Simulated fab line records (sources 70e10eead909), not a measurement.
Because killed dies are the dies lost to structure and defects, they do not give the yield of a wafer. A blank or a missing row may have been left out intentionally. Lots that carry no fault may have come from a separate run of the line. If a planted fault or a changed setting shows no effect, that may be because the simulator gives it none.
fab line records    flow nand_harc    part 2 of 2: steps 25 to 31 of 31
record lots=5  wafers=15  last_day=34
route steps=1302 shown A_CONTACT@1027
lots with no fault: from the same line, run without faults
start_h: the number of hours between the record's first day and the start of the first shown wafer of the lot    wait_h: hours since the lot's step before    " as in the row above    L1.1+2: a row that stands for several wafers    - value missing, or start not given    * or withheld: withheld    < > ~ a bound
route shown NAME@n: names a module that has steps shown in the file, with the first one's number in the route    usual: average and standard deviation across the fault-free wafers    same: alike in all rows    chamber/n: place in a boat    sites: each site's reading    _std_site: how widely they spread, as a standard deviation    _edge_site: outer sites' mean less inner sites'    radius_mm: for every site, how far away it sits from the centre of the wafer    mask NAME#n: copy n    behind: tool/chamber where the wafer was last shaped    hold: why the lot went on hold/how many hours it stayed there/how the hold came to an end    device: names the non-switching transistor (n, p or np)    end of line: at the end of the route, the tests of the same wafers    where a step has no rows: the recipe by itself    killed: at the first sort, the dies lost to defects and structure; wafer yield is something else    map: the dies of a wafer, with x for killed, . for not killed, _ for no die there
set.NAME: the setting as run; set.NAME@STEP: as run at that earlier step    model.NAME: the simulator's own value behind a step, which no gauge read
certain route steps with their lots: each step a table, each wafer a row
services: a tool's chamber out of use, with start hour (start_h, from the record's first day; less than 0 if before it), hours out, and reason
## steps
# step NHARC_A_CONTACT_ETCH_128
# recipe source_w=withheld  pressure_mtorr=20  bias_v=3000  time_s=197  target_depth_a=19180  ar_flow_sccm=withheld  c4f8_flow_sccm=withheld  o2_flow_sccm=withheld  chemistry=C4F8/O2/Ar
# usual oes_air_line_au=0.998/0.022
lot.wafer  tool             chamber  start_h  wait_h  oes_air_line_au  rf_hours_counter_h
L079.3     har_cap_etch-01  1        558.20   0.1     0.986            -
L079.4     "                0        "        "       1.034            -
L079.5     "                1        "        "       0.970            -
L080.1     har_cap_etch-02  1        569.19   0.2     0.997            95
L080.2     "                0        "        "       1.002            95
L080.4     "                1        "        "       0.995            -
L088.2     har_cap_etch-03  1        650.16   0.1     0.993            69
L088.4     "                0        "        "       0.990            -
L088.3     "                1        "        "       0.971            -
L095.4     har_cap_etch-03  0        710.14   0.1     0.993            -
L095.5     "                0        "        "       0.994            -
L095.6     "                1        "        "       1.018            -
L097.1     har_cap_etch-02  1        746.02   0.1     1.011            128
L097.3     "                1        "        "       0.982            -
L097.5     "                0        "        "       1.010            -
# step NHARC_A_CONTACT_ETCH_129
# recipe source_w=withheld  pressure_mtorr=20  bias_v=3000  time_s=197  target_depth_a=19180  ar_flow_sccm=withheld  c4f8_flow_sccm=withheld  o2_flow_sccm=withheld  chemistry=C4F8/O2/Ar
# usual oes_air_line_au=1.001/0.021
lot.wafer  tool             chamber  start_h  wait_h  oes_air_line_au  rf_hours_counter_h
L079.3     har_cap_etch-01  1        558.38   0.1     0.987            -
L079.4     "                0        "        "       1.004            -
L079.5     "                1        "        "       0.979            -
L080.1     har_cap_etch-02  1        569.42   0.2     1.019            95
L080.2     "                0        "        "       1.023            95
L080.4     "                1        "        "       1.001            -
L088.2     har_cap_etch-03  1        650.33   0.1     1.032            69
L088.4     "                0        "        "       1.056            -
L088.3     "                1        "        "       1.011            -
L095.4     har_cap_etch-03  0        710.31   0.1     1.004            -
L095.5     "                0        "        "       0.988            -
L095.6     "                1        "        "       1.013            -
L097.1     har_cap_etch-02  1        746.19   0.1     0.967            128
L097.3     "                1        "        "       0.973            -
L097.5     "                0        "        "       1.011            -
# step NHARC_A_CONTACT_ETCH_130
# recipe source_w=withheld  pressure_mtorr=20  bias_v=3000  time_s=197  target_depth_a=19180  ar_flow_sccm=withheld  c4f8_flow_sccm=withheld  o2_flow_sccm=withheld  chemistry=C4F8/O2/Ar
# usual oes_air_line_au=1.002/0.021
lot.wafer  tool             chamber  start_h  wait_h  oes_air_line_au  rf_hours_counter_h
L079.3     har_cap_etch-01  1        558.56   0.1     0.996            -
L079.4     "                0        "        "       1.012            -
L079.5     "                1        "        "       1.005            -
L080.1     har_cap_etch-02  1        569.66   0.2     0.980            96
L080.2     "                0        "        "       1.019            96
L080.4     "                1        "        "       0.964            -
L088.2     har_cap_etch-03  1        650.51   0.1     1.001            69
L088.4     "                0        "        "       1.027            -
L088.3     "                1        "        "       1.031            -
L095.4     har_cap_etch-03  0        710.49   0.1     0.987            -
L095.5     "                0        "        "       0.990            -
L095.6     "                1        "        "       1.015            -
L097.1     har_cap_etch-02  1        746.37   0.1     1.004            128
L097.3     "                1        "        "       1.012            -
L097.5     "                0        "        "       0.973            -
# step NHARC_A_CONTACT_ETCH_131
# recipe source_w=withheld  pressure_mtorr=20  bias_v=3000  time_s=197  target_depth_a=19180  ar_flow_sccm=withheld  c4f8_flow_sccm=withheld  o2_flow_sccm=withheld  chemistry=C4F8/O2/Ar
# usual oes_air_line_au=0.996/0.02
lot.wafer  tool             chamber  start_h  wait_h  oes_air_line_au  rf_hours_counter_h
L079.3     har_cap_etch-01  1        558.74   0.1     0.990            -
L079.4     "                0        "        "       0.991            -
L079.5     "                1        "        "       1.016            -
L080.1     har_cap_etch-02  1        569.89   0.2     0.965            96
L080.2     "                0        "        "       1.010            96
L080.4     "                1        "        "       0.956            -
L088.2     har_cap_etch-03  1        650.69   0.1     1.006            69
L088.4     "                0        "        "       1.010            -
L088.3     "                1        "        "       0.972            -
L095.4     har_cap_etch-03  0        710.67   0.1     0.983            -
L095.5     "                0        "        "       0.997            -
L095.6     "                1        "        "       1.002            -
L097.1     har_cap_etch-02  1        746.54   0.1     0.986            128
L097.3     "                1        "        "       1.026            -
L097.5     "                0        "        "       1.005            -
# step NHARC_A_CONTACT_ETCH_132
# recipe source_w=withheld  pressure_mtorr=20  bias_v=3000  time_s=197  target_depth_a=19240  ar_flow_sccm=withheld  c4f8_flow_sccm=withheld  o2_flow_sccm=withheld  chemistry=C4F8/O2/Ar
# usual oes_air_line_au=1.000/0.019
lot.wafer  tool             chamber  start_h  wait_h  oes_air_line_au  rf_hours_counter_h
L079.3     har_cap_etch-01  1        558.91   0.1     1.020            -
L079.4     "                0        "        "       1.011            -
L079.5     "                1        "        "       0.985            -
L080.1     har_cap_etch-02  1        570.13   0.2     1.011            96
L080.2     "                0        "        "       1.017            96
L080.4     "                1        "        "       1.041            -
L088.2     har_cap_etch-03  1        650.86   0.1     0.996            69
L088.4     "                0        "        "       1.039            -
L088.3     "                1        "        "       0.985            -
L095.4     har_cap_etch-03  0        710.84   0.1     1.001            -
L095.5     "                0        "        "       0.991            -
L095.6     "                1        "        "       0.999            -
L097.1     har_cap_etch-02  1        746.72   0.1     0.988            128
L097.3     "                1        "        "       0.968            -
L097.5     "                0        "        "       1.010            -
# step NHARC_A_CONTACT_ETCH_133
# recipe source_w=withheld  pressure_mtorr=20  bias_v=400  time_s=374  target_depth_a=16100  ar_flow_sccm=withheld  c4f8_flow_sccm=11.5  o2_flow_sccm=7.2  chemistry=C4F8/O2/Ar
# usual oes_air_line_au=0.998/0.02
lot.wafer  tool             chamber  start_h  wait_h  oes_air_line_au  rf_hours_counter_h
L079.3     har_cap_etch-01  1        559.17   0.2     0.996            -
L079.4     "                0        "        "       1.011            -
L079.5     "                1        "        "       1.016            -
L080.1     har_cap_etch-02  1        570.37   0.2     1.035            96
L080.2     "                0        "        "       1.030            96
L080.4     "                1        "        "       1.004            -
L088.2     har_cap_etch-03  1        651.08   0.2     0.994            69
L088.4     "                0        "        "       0.982            -
L088.3     "                1        "        "       0.985            -
L095.4     har_cap_etch-03  0        711.10   0.2     0.980            -
L095.5     "                0        "        "       1.005            -
L095.6     "                1        "        "       1.017            -
L097.1     har_cap_etch-02  1        746.94   0.2     0.970            129
L097.3     "                1        "        "       0.976            -
L097.5     "                0        "        "       0.983            -
# step NHARC_A_CONTACT_ETCH_91
# recipe target_depth_a=400  over_etch_frac=0.5  time_s=85.7  ion_energy_ev=120  ch3f_flow_sccm=50  o2_flow_sccm=30  ar_flow_sccm=200  rf_w=500  bias_w=100  chemistry=CH3F/O2
# usual drypump_motor_current_A=5.8/0.56  oes_product_au=0.94/0.032  rf_vpp_V=244.3/2.2  showerhead_plenum_p_Torr=2.46/0.15  throttle_valve_pct=20.665/0.0091
lot.wafer  tool         chamber  start_h  wait_h  drypump_motor_current_A  oes_product_au  rf_hours_counter_h  rf_vpp_V  showerhead_plenum_p_Torr  throttle_valve_pct
L079.3     rie_diel-04  3        559.81   0.6     5.9                      1.00            6                   247.3     2.63                      20.666
L079.4     "            0        "        "       5.7                      1.01            9                   242.9     2.37                      20.650
L079.5     "            0        "        "       5.7                      1.01            -                   243.5     2.37                      20.669
L080.1     rie_diel-03  1        571.31   0.8     6.7                      0.94            18                  241.7     2.31                      20.663
L080.4     "            2        "        "       6.0                      0.92            17                  243.2     2.27                      20.681
L080.2     "            3        "        "       6.2                      0.93            16                  243.8     2.44                      20.669
L088.4     rie_diel-03  1        651.80   0.6     6.7                      1.00            0                   242.6     2.31                      20.654
L088.3     "            3        "        "       6.2                      1.01            0                   244.3     2.44                      20.665
L088.2     "            0        "        "       5.1                      1.01            0                   245.8     2.65                      20.679
L095.4     rie_diel-03  0        711.77   0.6     5.1                      0.92            10                  246.8     2.64                      20.659
L095.6     "            2        "        "       6.0                      0.91            -                   246.8     2.66                      20.663
L095.5     "            3        "        "       6.2                      0.92            -                   242.7     2.43                      20.662
L097.1     rie_diel-08  1        747.78   0.8     6.0                      0.94            4                   245.4     2.61                      20.669
L097.3     "            2        "        "       5.2                      0.92            5                   242.7     2.30                      20.667
L097.5     "            1        "        "       6.1                      0.94            -                   246.1     2.61                      20.668
## services
tool             chamber  start_h  hours  kind
litho_track-06   -        529.00   7.0    pm
rie_diel-04      -        534.07   9.0    pm
arfi_scanner-03  -        540.00   4.0    pm
arfi_scanner-01  -        541.65   1.2    repair
pecvd-01         -        542.55   2.7    repair
rie_diel-08      -        544.83   9.0    pm
arfi_scanner-03  -        545.37   2.5    repair
litho_track-04   -        553.00   7.0    pm
arfi_scanner-01  -        585.05   1.4    repair
har_cap_etch-01  -        599.25   1.1    repair
arfi_scanner-01  -        603.42   4.0    pm
rie_diel-03      2        608.39   14.6   repair
acl_dep-02       -        609.55   13.0   pm
rie_diel-03      -        635.52   9.0    pm
pecvd-04         -        635.73   13.0   pm
acl_dep-02       -        671.75   0.9    repair
pecvd-01         -        673.18   13.0   pm
litho_track-01   -        680.00   7.0    pm
rie_diel-08      3        694.65   5.5    repair
litho_track-06   -        704.00   7.0    pm
har_cap_etch-01  -        718.74   0.5    repair
rie_diel-08      -        721.83   9.0    pm
pecvd-01         0        724.23   5.2    repair
litho_track-04   -        728.00   7.0    pm
